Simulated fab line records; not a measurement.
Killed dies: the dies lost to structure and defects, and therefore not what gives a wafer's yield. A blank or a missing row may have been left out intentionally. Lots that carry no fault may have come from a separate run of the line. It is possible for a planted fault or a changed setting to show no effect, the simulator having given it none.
fab line records    flow nand_harc
record lots=24  wafers=72  last_day=33
route steps=1302 shown A_M0@1167 A_M1@1189 A_BONDPAD@1216
lots with no fault: from the same line, run without faults
start_h: hours from the record's first day to the start of the lot's first wafer shown    wait_h: hours since the lot's step before    " as in the row above    L1.1+2: one row covering several wafers at once    - no value present, or no start provided    * or withheld: withheld    < > ~ a bound
route shown NAME@n: NAME is a module with steps in the file, n the number in the route of the first one    usual: the fault-free wafers' mean and standard deviation    same: alike in all rows    chamber/n: place in a boat    sites: each site's reading    _std_site: how widely they spread, as a standard deviation    _edge_site: the outer-site mean with the inner-site mean subtracted    radius_mm: for every site, how far away it sits from the centre of the wafer    mask NAME#n: copy n    behind: the last tool/chamber to shape the wafer    hold: why the lot was held/for how many hours/how that ended    device: the n, p or np transistor that did not switch    end of line: tests run on the same wafers once the route is complete    a step given without rows: its recipe and nothing more    killed: not the wafer's yield, but the dies lost to structure and defects at the first sort    map: a wafer's dies, marking killed ones x, the rest . and places with no die _
set.NAME: the run value of the setting; set.NAME@STEP: its run value at that earlier step    model.NAME: the simulator's own value behind a step, which no gauge read
route steps across a sampled set of lots; one table per step, one row per wafer
services: the hour from which a tool's chamber was out of use, counted from the record's first day as start_h (under 0 if before that day), plus the number of hours and why
## steps
# step NHARC_A_M0_PRE_CLEAN_31
# recipe time_s=12  temp_c=370  rf_power_w=300  gas=NH3
# usual heater_power_w=590/63  rf_fwd_power_W=292.5/0.88
# same time_s=12
lot.wafer  tool      chamber  start_h  wait_h  heater_power_w  rf_fwd_power_W
L074.4     pecvd-04  0        525.59   0.1     541             292.0
L074.5     "         1        "        "       530             292.6
L074.6     "         2        "        "       586             291.4
L076.2     pecvd-02  1        541.17   0.1     606             291.5
L076.6     "         2        "        "       687             292.7
L076.4     "         0        "        "       677             293.2
L075.2     pecvd-02  2        545.03   0.1     706             293.6
L075.1     "         0        "        "       684             291.8
L075.6     "         2        "        "       705             292.9
L077.1     pecvd-04  1        552.11   0.1     534             292.2
L077.4     "         0        "        "       542             292.5
L077.6     "         1        "        "       530             292.6
L078.2     pecvd-04  0        553.08   0.1     585             291.8
L078.3     "         1        "        "       578             293.5
L078.4     "         2        "        "       562             293.5
L079.2     pecvd-03  1        567.18   0.1     642             290.8
L079.4     "         0        "        "       524             293.3
L079.6     "         1        "        "       660             291.5
L080.2     pecvd-03  2        584.22   0.1     569             291.6
L080.5     "         2        "        "       555             291.9
L080.6     "         1        "        "       601             292.7
L081.1     pecvd-04  2        593.40   0.1     636             292.4
L081.6     "         2        "        "       646             292.8
L081.5     "         0        "        "       527             291.9
L082.1     pecvd-03  1        596.94   0.1     565             291.7
L082.4     "         0        "        "       534             294.0
L082.6     "         1        "        "       572             292.2
L085.2     pecvd-03  1        637.47   0.1     654             292.7
L085.5     "         2        "        "       658             291.4
L085.4     "         0        "        "       533             292.7
L083.2     pecvd-02  0        641.50   0.1     685             290.4
L083.3     "         2        "        "       689             290.9
L083.4     "         2        "        "       690             292.2
L086.1     pecvd-03  0        643.14   0.1     537             291.7
L086.6     "         2        "        "       539             292.1
L086.5     "         0        "        "       515             291.8
L084.3     pecvd-04  1        644.64   0.1     547             292.5
L084.1     "         2        "        "       574             292.8
L084.5     "         1        "        "       545             293.3
L087.3     pecvd-04  1        663.52   0.1     521             293.1
L087.1     "         2        "        "       586             293.5
L087.5     "         0        "        "       575             292.6
L088.2     pecvd-04  0        668.01   0.1     581             293.4
L088.6     "         2        "        "       615             293.2
L088.4     "         0        "        "       577             292.6
L089.3     pecvd-04  2        677.81   0.1     597             292.4
L089.2     "         1        "        "       575             291.4
L089.6     "         1        "        "       588             290.6
L091.2     pecvd-02  1        682.30   0.2     538             292.6
L091.3     "         2        "        "       615             292.2
L091.4     "         2        "        "       609             292.6
L090.1     pecvd-03  0        683.46   0.1     435             292.9
L090.5     "         0        "        "       442             293.7
L090.4     "         2        "        "       673             291.1
L094.1     pecvd-02  1        717.60   0.1     583             294.9
L094.4     "         1        "        "       584             292.6
L094.5     "         2        "        "       677             291.9
L093.3     pecvd-04  1        719.36   0.1     585             293.7
L093.2     "         2        "        "       633             291.8
L093.6     "         0        "        "       509             293.3
L092.4     pecvd-02  2        722.51   0.1     640             291.3
L092.5     "         0        "        "       671             291.7
L092.6     "         1        "        "       548             293.0
L095.3     pecvd-04  0        731.18   0.1     534             294.0
L095.1     "         2        "        "       589             292.9
L095.4     "         0        "        "       529             293.5
L096.1     pecvd-02  0        739.08   0.1     721             293.3
L096.3     "         2        "        "       686             292.7
L096.6     "         0        "        "       727             293.1
L097.2     pecvd-03  2        749.49   0.1     648             292.8
L097.5     "         1        "        "       646             292.8
L097.4     "         2        "        "       639             293.3
# step NHARC_A_M1_DEGAS_29
# recipe temp_c=250  time_s=60
# usual heater_power_w=338/26
# same time_s=60
lot.wafer  tool            chamber  start_h  wait_h  heater_power_w
L074.4     pvd_sputter-02  -        528.07   -       333
L074.6     "               -        "        "       325
L074.5     "               -        "        "       370
L076.2     pvd_sputter-03  -        543.77   -       375
L076.4     "               -        "        "       333
L076.6     "               -        "        "       311
L075.2     pvd_sputter-02  -        547.75   -       325
L075.1     "               -        "        "       377
L075.6     "               -        "        "       323
L077.1     pvd_sputter-03  -        554.58   -       336
L077.4     "               -        "        "       354
L077.6     "               -        "        "       327
L078.2     pvd_sputter-01  -        555.60   -       274
L078.4     "               -        "        "       360
L078.3     "               -        "        "       345
L079.4     pvd_sputter-03  -        569.68   -       321
L079.2     "               -        "        "       337
L079.6     "               -        "        "       325
L080.2     pvd_sputter-02  -        586.79   -       335
L080.5     "               -        "        "       379
L080.6     "               -        "        "       339
L081.1     pvd_sputter-03  -        595.92   -       362
L081.6     "               -        "        "       375
L081.5     "               -        "        "       312
L082.4     pvd_sputter-02  -        599.34   -       332
L082.1     "               -        "        "       364
L082.6     "               -        "        "       335
L085.4     pvd_sputter-01  -        640.19   -       316
L085.2     "               -        "        "       289
L085.5     "               -        "        "       283
L083.3     pvd_sputter-03  -        644.22   -       379
L083.2     "               -        "        "       320
L083.4     "               -        "        "       326
L086.1     pvd_sputter-01  -        645.66   -       333
L086.5     "               -        "        "       371
L086.6     "               -        "        "       336
L084.3     pvd_sputter-01  -        647.06   -       341
L084.1     "               -        "        "       290
L084.5     "               -        "        "       366
L087.3     pvd_sputter-03  -        666.05   -       352
L087.1     "               -        "        "       322
L087.5     "               -        "        "       348
L088.2     pvd_sputter-01  -        670.40   -       289
L088.4     "               -        "        "       364
L088.6     "               -        "        "       324
L089.3     pvd_sputter-02  -        680.34   -       318
L089.2     "               -        "        "       347
L089.6     "               -        "        "       357
L091.2     pvd_sputter-01  -        684.92   -       369
L091.3     "               -        "        "       332
L091.4     "               -        "        "       317
L090.1     pvd_sputter-01  -        685.97   -       325
L090.4     "               -        "        "       365
L090.5     "               -        "        "       291
L094.1     pvd_sputter-03  -        720.16   -       372
L094.4     "               -        "        "       339
L094.5     "               -        "        "       336
L093.3     pvd_sputter-03  -        721.77   -       320
L093.2     "               -        "        "       342
L093.6     "               -        "        "       345
L092.4     pvd_sputter-01  -        725.12   -       314
L092.6     "               -        "        "       354
L092.5     "               -        "        "       333
L095.1     pvd_sputter-03  -        733.59   -       368
L095.3     "               -        "        "       319
L095.4     "               -        "        "       336
L096.1     pvd_sputter-01  -        741.62   -       280
L096.3     "               -        "        "       359
L096.6     "               -        "        "       363
L097.4     pvd_sputter-03  -        751.92   -       323
L097.2     "               -        "        "       369
L097.5     "               -        "        "       313
# step NHARC_A_BONDPAD_OVL_MEAS_35
# usual overlay_x_nm=-2/5.8  overlay_y_nm=-1/4.6
lot.wafer  tool        chamber  start_h  wait_h  overlay_x_nm  overlay_y_nm
L074.4     overlay-01  -        531.63   -       3             5
L074.5     "           -        "        "       2             4
L074.6     "           -        "        "       3             5
L076.2     overlay-02  -        547.35   -       -6            0
L076.4     "           -        "        "       -5            1
L076.6     "           -        "        "       -5            0
L075.1     overlay-01  -        551.62   -       -11           -4
L075.2     "           -        "        "       -11           -4
L075.6     "           -        "        "       -11           -4
L077.1     overlay-02  -        558.06   -       -2            1
L077.4     "           -        "        "       -1            1
L077.6     "           -        "        "       -2            1
L078.2     overlay-01  -        559.06   -       5             2
L078.3     "           -        "        "       6             2
L078.4     "           -        "        "       6             2
L079.2     overlay-02  -        573.12   -       -5            -5
L079.4     "           -        "        "       -5            -5
L079.6     "           -        "        "       -6            -5
L080.2     overlay-01  -        590.35   -       6             11
L080.5     "           -        "        "       5             11
L080.6     "           -        "        "       5             11
L081.1     overlay-02  -        599.86   -       -9            -11
L081.5     "           -        "        "       -9            -11
L081.6     "           -        "        "       -9            -11
L082.1     overlay-01  -        602.97   -       4             -2
L082.4     "           -        "        "       4             -1
L082.6     "           -        "        "       4             -2
L085.2     overlay-01  -        643.78   -       3             0
L085.4     "           -        "        "       2             0
L085.5     "           -        "        "       3             0
L083.2     overlay-01  -        647.79   -       -4            0
L083.3     "           -        "        "       -5            0
L083.4     "           -        "        "       -4            0
L086.1     overlay-02  -        649.11   -       3             4
L086.5     "           -        "        "       3             4
L086.6     "           -        "        "       3             4
L084.1     overlay-01  -        650.66   -       -2            1
L084.3     "           -        "        "       -2            1
L084.5     "           -        "        "       -1            2
L087.1     overlay-01  -        669.62   -       5             -6
L087.3     "           -        "        "       5             -6
L087.5     "           -        "        "       5             -6
L088.2     overlay-01  -        674.01   -       -6            -8
L088.4     "           -        "        "       -6            -8
L088.6     "           -        "        "       -5            -7
L089.2     overlay-01  -        683.78   -       2             -2
L089.3     "           -        "        "       2             -2
L089.6     "           -        "        "       1             -2
L091.2     overlay-01  -        688.47   -       -12           -7
L091.3     "           -        "        "       -11           -8
L091.4     "           -        "        "       -12           -8
L090.1     overlay-01  -        689.53   -       -10           -1
L090.4     "           -        "        "       -10           -1
L090.5     "           -        "        "       -10           -1
L094.1     overlay-02  -        723.73   -       -13           4
L094.4     "           -        "        "       -14           3
L094.5     "           -        "        "       -13           4
L093.2     overlay-02  -        725.34   -       -1            0
L093.3     "           -        "        "       -1            -1
L093.6     "           -        "        "       -1            0
L092.4     overlay-02  -        728.55   -       -6            -2
L092.5     "           -        "        "       -7            -1
L092.6     "           -        "        "       -6            -1
L095.1     overlay-02  -        737.14   -       4             -5
L095.3     "           -        "        "       4             -4
L095.4     "           -        "        "       4             -5
L096.1     overlay-02  -        745.19   -       1             -1
L096.3     "           -        "        "       1             -1
L096.6     "           -        "        "       1             -1
L097.2     overlay-02  -        755.50   -       1             -1
L097.4     "           -        "        "       1             -1
L097.5     "           -        "        "       0             -1
# step NHARC_A_BONDPAD_CD_MEAS_13
# usual cd_nm=499.7/1.8
lot.wafer  tool       chamber  start_h  wait_h  cd_nm
L074.4     cd_sem-03  -        532.08   -       498.1
L074.5     "          -        "        "       498.5
L074.6     "          -        "        "       497.9
L076.2     cd_sem-01  -        547.79   -       500.3
L076.4     "          -        "        "       499.5
L076.6     "          -        "        "       500.5
L075.1     cd_sem-02  -        552.06   -       503.1
L075.2     "          -        "        "       499.1
L075.6     "          -        "        "       498.5
L077.1     cd_sem-01  -        558.50   -       502.2
L077.4     "          -        "        "       502.4
L077.6     "          -        "        "       501.0
L078.2     cd_sem-02  -        559.50   -       498.7
L078.3     "          -        "        "       500.0
L078.4     "          -        "        "       497.8
L079.2     cd_sem-03  -        573.56   -       500.2
L079.4     "          -        "        "       497.7
L079.6     "          -        "        "       502.5
L080.2     cd_sem-01  -        590.79   -       499.7
L080.5     "          -        "        "       502.3
L080.6     "          -        "        "       499.3
L081.1     cd_sem-02  -        600.30   -       499.5
L081.5     "          -        "        "       502.5
L081.6     "          -        "        "       502.8
L082.1     cd_sem-03  -        603.40   -       503.3
L082.4     "          -        "        "       504.3
L082.6     "          -        "        "       501.5
L085.2     cd_sem-01  -        644.22   -       500.5
L085.4     "          -        "        "       497.0
L085.5     "          -        "        "       500.5
L083.2     cd_sem-01  -        648.23   -       500.7
L083.3     "          -        "        "       502.5
L083.4     "          -        "        "       497.4
L086.1     cd_sem-01  -        649.60   -       497.6
L086.5     "          -        "        "       499.0
L086.6     "          -        "        "       496.5
L084.1     cd_sem-01  -        651.11   -       500.9
L084.3     "          -        "        "       497.9
L084.5     "          -        "        "       498.6
L087.1     cd_sem-03  -        670.06   -       502.5
L087.3     "          -        "        "       498.0
L087.5     "          -        "        "       498.6
L088.2     cd_sem-02  -        674.47   -       499.6
L088.4     "          -        "        "       499.9
L088.6     "          -        "        "       502.2
L089.2     cd_sem-02  -        684.31   -       499.1
L089.3     "          -        "        "       495.8
L089.6     "          -        "        "       497.1
L091.2     cd_sem-03  -        688.92   -       497.6
L091.3     "          -        "        "       500.7
L091.4     "          -        "        "       498.7
L090.1     cd_sem-03  -        689.96   -       498.7
L090.4     "          -        "        "       499.5
L090.5     "          -        "        "       499.0
L094.1     cd_sem-02  -        724.17   -       499.2
L094.4     "          -        "        "       499.3
L094.5     "          -        "        "       499.3
L093.2     cd_sem-01  -        725.78   -       498.2
L093.3     "          -        "        "       498.2
L093.6     "          -        "        "       499.2
L092.4     cd_sem-02  -        728.99   -       498.7
L092.5     "          -        "        "       498.5
L092.6     "          -        "        "       497.5
L095.1     cd_sem-02  -        737.58   -       499.1
L095.3     "          -        "        "       498.5
L095.4     "          -        "        "       501.7
L096.1     cd_sem-01  -        745.62   -       498.1
L096.3     "          -        "        "       498.3
L096.6     "          -        "        "       497.4
L097.2     cd_sem-01  -        755.94   -       501.2
L097.4     "          -        "        "       499.6
L097.5     "          -        "        "       497.8
# step NHARC_A_BONDPAD_ETCH_24
# recipe target_depth_a=300  over_etch_frac=0.3  time_s=72.99  ion_energy_ev=150  cf4_flow_sccm=50  n2_flow_sccm=100  ar_flow_sccm=150  rf_w=300  bias_w=100  chemistry=CF4/N2
# usual drypump_motor_current_A=5.6/0.39  oes_product_au=0.997/0.011  rf_fwd_power_W=297.5/1.1  rf_vpp_V=314.8/2.2  showerhead_plenum_p_Torr=2.66/0.12  throttle_valve_pct=19.794/0.0098
# same time_s=72.99
lot.wafer  tool         chamber  start_h  wait_h  drypump_motor_current_A  oes_product_au  rf_fwd_power_W  rf_hours_counter_h  rf_vpp_V  showerhead_plenum_p_Torr  throttle_valve_pct
L074.4     rie_diel-03  1        -        -       6.1                      0.999           296.5           2                   311.4     2.48                      19.795
L074.6     "            1        "        "       6.1                      0.997           297.8           -                   311.1     2.48                      19.794
L074.5     "            2        "        "       5.2                      0.992           296.5           -                   318.0     2.81                      19.796
L076.4     rie_diel-11  3        -        -       5.4                      1.008           297.5           17                  315.8     2.72                      19.792
L076.2     "            1        "        "       5.8                      0.993           297.8           18                  312.9     2.53                      19.799
L076.6     "            2        "        "       5.2                      1.001           298.1           -                   315.4     2.70                      19.790
L075.2     rie_diel-11  3        -        -       5.4                      1.009           297.1           18                  314.8     2.72                      19.792
L075.1     "            2        "        "       5.1                      1.007           297.8           17                  314.9     2.70                      19.797
L075.6     "            0        "        "       6.0                      1.012           297.7           -                   317.9     2.78                      19.798
L077.1     rie_diel-11  3        -        -       5.4                      1.011           296.1           18                  315.1     2.72                      19.785
L077.4     "            2        "        "       5.2                      0.995           298.0           18                  315.4     2.70                      19.796
L077.6     "            0        "        "       6.0                      1.008           298.6           -                   317.0     2.78                      19.796
L078.4     rie_diel-11  0        -        -       6.0                      0.997           298.1           19                  318.1     2.78                      19.800
L078.3     "            1        "        "       5.8                      0.995           298.4           19                  312.1     2.53                      19.800
L078.2     "            2        "        "       5.2                      0.998           298.4           18                  316.3     2.70                      19.795
L079.2     rie_diel-03  0        -        -       5.2                      0.987           296.3           4                   316.7     2.76                      19.793
L079.4     "            1        "        "       6.1                      0.988           298.8           3                   311.7     2.48                      19.790
L079.6     "            1        "        "       6.1                      0.986           297.9           -                   310.8     2.48                      19.783
L080.2     rie_diel-11  1        -        -       5.8                      1.002           297.7           23                  314.0     2.52                      19.801
L080.5     "            0        "        "       5.9                      0.998           297.8           -                   319.4     2.78                      19.797
L080.6     "            1        "        "       5.8                      1.003           297.4           -                   313.0     2.52                      19.796
L081.1     rie_diel-03  3        -        -       5.6                      1.008           298.0           5                   312.4     2.49                      19.792
L081.6     "            3        "        "       5.6                      1.008           298.6           -                   312.0     2.49                      19.796
L081.5     "            0        "        "       5.2                      0.976           296.8           -                   317.7     2.76                      19.788
L082.1     rie_diel-11  2        -        -       5.2                      0.990           297.6           25                  316.8     2.70                      19.800
L082.4     "            3        "        "       5.4                      1.010           297.3           27                  315.6     2.71                      19.793
L082.6     "            2        "        "       5.2                      1.000           297.0           -                   316.4     2.70                      19.778
L085.4     rie_diel-11  0        -        -       6.0                      1.001           297.8           5                   316.9     2.77                      19.805
L085.2     "            1        "        "       5.8                      0.988           297.2           5                   311.8     2.52                      19.805
L085.5     "            2        "        "       5.2                      0.994           299.9           -                   314.3     2.70                      19.792
L083.4     rie_diel-03  1        -        -       6.0                      0.999           296.1           1                   312.1     2.48                      19.793
L083.3     "            2        "        "       5.2                      0.970           296.2           1                   317.2     2.80                      19.804
L083.2     "            0        "        "       5.2                      0.993           297.0           1                   317.3     2.76                      19.799
L086.1     rie_diel-11  2        649.86   0.2     5.2                      0.988           298.6           5                   314.5     2.70                      19.794
L086.5     "            0        "        "       6.0                      0.987           299.1           -                   317.8     2.77                      19.795
L086.6     "            1        "        "       5.8                      0.988           297.3           -                   313.3     2.52                      19.802
L084.1     rie_diel-11  0        651.37   0.2     6.0                      0.994           299.1           5                   316.9     2.77                      19.810
L084.3     "            1        "        "       5.8                      0.990           297.8           6                   312.6     2.52                      19.806
L084.5     "            2        "        "       5.2                      0.990           296.6           -                   316.6     2.70                      19.796
L087.3     rie_diel-04  2        -        -       6.0                      1.010           296.8           45                  317.3     2.80                      19.810
L087.1     "            3        "        "       6.4                      1.002           299.0           48                  312.5     2.52                      19.804
L087.5     "            1        "        "       4.8                      0.991           297.6           -                   315.2     2.73                      19.787
L088.2     rie_diel-11  1        -        -       5.7                      0.987           299.6           10                  313.2     2.52                      19.786
L088.4     "            3        "        "       5.4                      1.015           295.4           7                   315.8     2.71                      19.781
L088.6     "            1        "        "       5.7                      0.992           299.0           -                   312.4     2.52                      19.790
L089.3     rie_diel-03  2        -        -       5.2                      0.982           295.5           1                   314.7     2.80                      19.781
L089.2     "            3        "        "       5.6                      1.003           298.6           1                   311.4     2.49                      19.775
L089.6     "            2        "        "       5.2                      0.975           294.9           -                   315.9     2.80                      19.788
L091.3     rie_diel-03  3        -        -       5.6                      1.007           298.9           1                   311.9     2.49                      19.802
L091.2     "            1        "        "       6.0                      0.987           296.8           1                   313.3     2.48                      19.791
L091.4     "            2        "        "       5.2                      0.978           296.1           1                   317.3     2.80                      19.805
L090.4     rie_diel-04  2        -        -       6.0                      1.024           298.4           54                  316.7     2.79                      19.792
L090.1     "            3        "        "       6.4                      1.005           297.6           55                  313.1     2.52                      19.794
L090.5     "            3        "        "       6.4                      1.000           297.5           -                   311.5     2.52                      19.788
L094.1     rie_diel-11  3        724.49   0.2     5.4                      1.017           297.3           16                  314.2     2.71                      19.802
L094.4     "            3        "        "       5.4                      1.012           296.4           -                   316.2     2.71                      19.788
L094.5     "            1        "        "       5.8                      0.987           297.6           -                   313.1     2.52                      19.804
L093.3     rie_diel-03  3        -        -       5.6                      1.011           299.4           2                   311.9     2.49                      19.801
L093.2     "            1        "        "       6.1                      1.009           297.0           2                   312.0     2.47                      19.810
L093.6     "            2        "        "       5.2                      0.978           296.1           -                   317.1     2.80                      19.797
L092.4     rie_diel-11  3        -        -       5.4                      1.016           297.5           17                  315.5     2.71                      19.768
L092.5     "            1        "        "       5.8                      0.996           298.4           -                   312.4     2.51                      19.788
L092.6     "            2        "        "       5.2                      0.993           298.0           -                   313.8     2.69                      19.792
L095.4     rie_diel-04  1        -        -       4.8                      0.997           295.9           6                   316.8     2.72                      19.816
L095.3     "            3        "        "       6.4                      0.996           299.7           4                   311.5     2.51                      19.798
L095.1     "            0        "        "       6.1                      0.998           297.7           5                   313.5     2.67                      19.763
L096.1     rie_diel-03  1        -        -       6.1                      1.001           298.4           3                   312.7     2.47                      19.798
L096.3     "            3        "        "       5.6                      1.016           298.8           3                   313.0     2.49                      19.803
L096.6     "            1        "        "       6.1                      0.997           297.6           -                   311.9     2.48                      19.802
L097.2     rie_diel-03  3        -        -       5.6                      1.012           297.5           3                   312.2     2.49                      19.792
L097.4     "            0        "        "       5.2                      0.996           295.8           4                   315.7     2.76                      19.784
L097.5     "            2        "        "       5.2                      0.984           297.7           -                   317.2     2.80                      19.798
# step NHARC_A_BONDPAD_CMP_19
# recipe t_overpolish_s=30  cu_recess_touch_s=16  target_thk_nm=169.82
# usual motor_current_A=11.8/1.1  overpolish_run_s=30.001/0.0098
lot.wafer  tool    chamber  start_h  wait_h  motor_current_A  overpolish_run_s
L074.4     cmp-03  1        533.79   -       14.4             30.012
L074.6     "       1        "        "       13.8             29.996
L074.5     "       2        "        "       11.6             29.998
L076.2     cmp-03  1        549.56   -       13.3             30.015
L076.4     "       2        "        "       11.4             30.013
L076.6     "       0        "        "       10.0             30.025
L075.1     cmp-02  3        553.90   -       12.0             30.013
L075.2     "       0        "        "       10.9             30.000
L075.6     "       2        "        "       11.2             29.997
L077.1     cmp-03  0        560.21   -       10.2             29.991
L077.4     "       1        "        "       14.0             29.999
L077.6     "       1        "        "       14.6             30.017
L078.3     cmp-03  3        561.23   -       11.4             29.998
L078.4     "       0        "        "       10.9             30.002
L078.2     "       1        "        "       14.2             29.999
L079.2     cmp-02  2        575.29   -       11.3             30.007
L079.4     "       3        "        "       12.5             30.001
L079.6     "       2        "        "       10.6             29.982
L080.2     cmp-03  3        592.52   -       11.7             30.007
L080.6     "       2        "        "       11.9             29.999
L080.5     "       3        "        "       11.1             30.004
L081.1     cmp-02  1        602.22   -       13.3             30.017
L081.5     "       1        "        "       12.4             30.009
L081.6     "       2        "        "       11.0             30.003
L082.4     cmp-02  0        605.14   -       10.9             30.003
L082.1     "       2        "        "       10.9             30.010
L082.6     "       0        "        "       10.5             30.012
L085.4     cmp-04  1        645.96   -       12.3             30.013
L085.2     "       2        "        "       10.2             30.011
L085.5     "       1        "        "       12.0             29.996
L083.3     cmp-03  1        649.93   -       13.7             29.994
L083.2     "       2        "        "       12.1             29.980
L083.4     "       0        "        "       11.2             29.999
L086.1     cmp-02  0        651.38   -       11.0             29.996
L086.5     "       3        "        "       12.4             30.003
L086.6     "       0        "        "       11.2             29.985
L084.3     cmp-04  0        652.90   -       12.0             29.999
L084.1     "       1        "        "       12.5             30.003
L084.5     "       0        "        "       12.7             30.002
L087.3     cmp-02  2        671.82   -       10.9             30.003
L087.1     "       1        "        "       13.3             30.004
L087.5     "       3        "        "       11.9             30.001
L088.4     cmp-02  1        676.23   -       13.6             29.985
L088.2     "       2        "        "       10.7             30.005
L088.6     "       3        "        "       12.0             30.016
L089.3     cmp-04  0        686.32   -       12.6             30.005
L089.2     "       1        "        "       11.9             30.008
L089.6     "       3        "        "       12.6             29.995
L091.3     cmp-02  3        691.15   -       11.5             29.997
L091.2     "       0        "        "       10.4             29.989
L091.4     "       1        "        "       12.6             30.003
L090.4     cmp-02  2        691.67   -       11.0             29.992
L090.1     "       3        "        "       12.0             29.998
L090.5     "       2        "        "       11.3             29.991
L094.1     cmp-03  2        726.05   -       11.9             29.991
L094.4     "       3        "        "       10.8             30.002
L094.5     "       1        "        "       13.4             30.004
L093.2     cmp-02  1        727.49   -       14.0             30.008
L093.3     "       0        "        "       10.8             30.009
L093.6     "       1        "        "       13.0             29.975
L092.4     cmp-02  2        730.72   -       10.8             29.990
L092.6     "       1        "        "       13.5             29.995
L092.5     "       2        "        "       10.9             30.012
L095.4     cmp-02  0        739.29   -       11.3             30.010
L095.3     "       1        "        "       13.8             29.994
L095.1     "       3        "        "       12.4             30.003
L096.1     cmp-04  1        747.35   -       12.3             30.006
L096.3     "       3        "        "       12.4             29.999
L096.6     "       0        "        "       12.2             30.006
L097.4     cmp-04  1        757.97   -       12.2             30.003
L097.2     "       3        "        "       12.0             29.987
L097.5     "       0        "        "       12.3             29.983
## services
tool            chamber  start_h  hours  kind
cmp-02          -        503.80   2.2    repair
cmp-02          -        518.08   2.4    repair
pvd_sputter-03  -        526.02   10.0   pm
cmp-02          -        526.50   4.0    pm
cmp-02          -        531.11   1.3    repair
rie_diel-11     0        533.94   3.5    repair
pvd_sputter-01  -        547.17   1.3    repair
pvd_sputter-01  -        554.22   0.9    repair
pvd_sputter-03  -        576.19   3.6    repair
pvd_sputter-01  -        582.05   10.0   pm
cmp-02          -        583.09   1.7    repair
cmp-02          -        597.81   1.5    repair
rie_diel-11     -        609.67   9.0    pm
cmp-02          -        624.50   4.0    pm
pecvd-04        -        631.27   13.0   pm
rie_diel-11     3        648.17   8.8    repair
rie_diel-11     3        676.77   15.5   repair
rie_diel-11     1        690.05   7.9    repair
pvd_sputter-03  -        704.02   10.0   pm
rie_diel-11     0        722.04   6.5    repair
cmp-02          -        722.64   4.0    pm
rie_diel-11     1        736.32   16.2   repair
cmp-02          -        750.21   0.7    repair
rie_diel-11     1        753.02   3.7    repair
## key
fault none
